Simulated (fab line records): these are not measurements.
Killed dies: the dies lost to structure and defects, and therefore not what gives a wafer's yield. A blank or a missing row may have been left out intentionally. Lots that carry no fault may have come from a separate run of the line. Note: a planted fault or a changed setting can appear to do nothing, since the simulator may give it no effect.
Matching of chambers    flow n5Finfet    aldSin-02 running N5_BEOL_M3_ALD_98: 4 sister chambers
The step deposits SiO2, target thk 2.5 nm, pulse time 1 s, co reactant pulse time 1 s. 4 wafers are shown with their chamber, then 12 later ones without.

== EACH WAFER AND ITS CHAMBER ==
wafer   chamber  heaterPowerW (W)
L092.4  1        66
L094.1  3        103
L094.2  2        84
L094.3  0        82

== WAFERS MISSING THEIR CHAMBER ==
wafer   heaterPowerW (W)
L094.4  68
L094.5  105
L094.6  84
L096.1  82
L096.5  104
L096.6  82
L097.1  107
L097.2  81
L097.3  82
L097.4  70
L097.5  106
L097.6  80

== CHAMBER TAKEN BY EACH ==
wafer   from the rows above      in truth
L094.4  1                        1
L094.5  3                        3
L094.6  can't be placed: 2 or 0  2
L096.1  can't be placed: 0 or 2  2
L096.5  3                        3
L096.6  can't be placed: 0 or 2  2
L097.1  3                        3
L097.2  can't be placed: 0 or 2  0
L097.3  can't be placed: 0 or 2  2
L097.4  1                        1
L097.5  3                        3
L097.6  can't be placed: 0 or 2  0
Correct placement for 6 of the 12. From these rows, 6 cannot be placed; in 6 the true chamber is one of the candidates. 0 placed wrongly.
How it was worked out, from the rows above alone: a wafer's distance from a chamber is the root of the sum, over the readings, of the square of ((its reading less the chamber's mean) divided by the reading's scatter). If the next closest chamber is less than 2 further off than the closest, the wafer can't be placed; otherwise it belongs to the closest. The mean given for a chamber averages the wafers shown for that chamber. The scatter (one wafer shown for each chamber): square how far every hidden wafer sits from the nearest shown wafer, average those squares and take the square root.
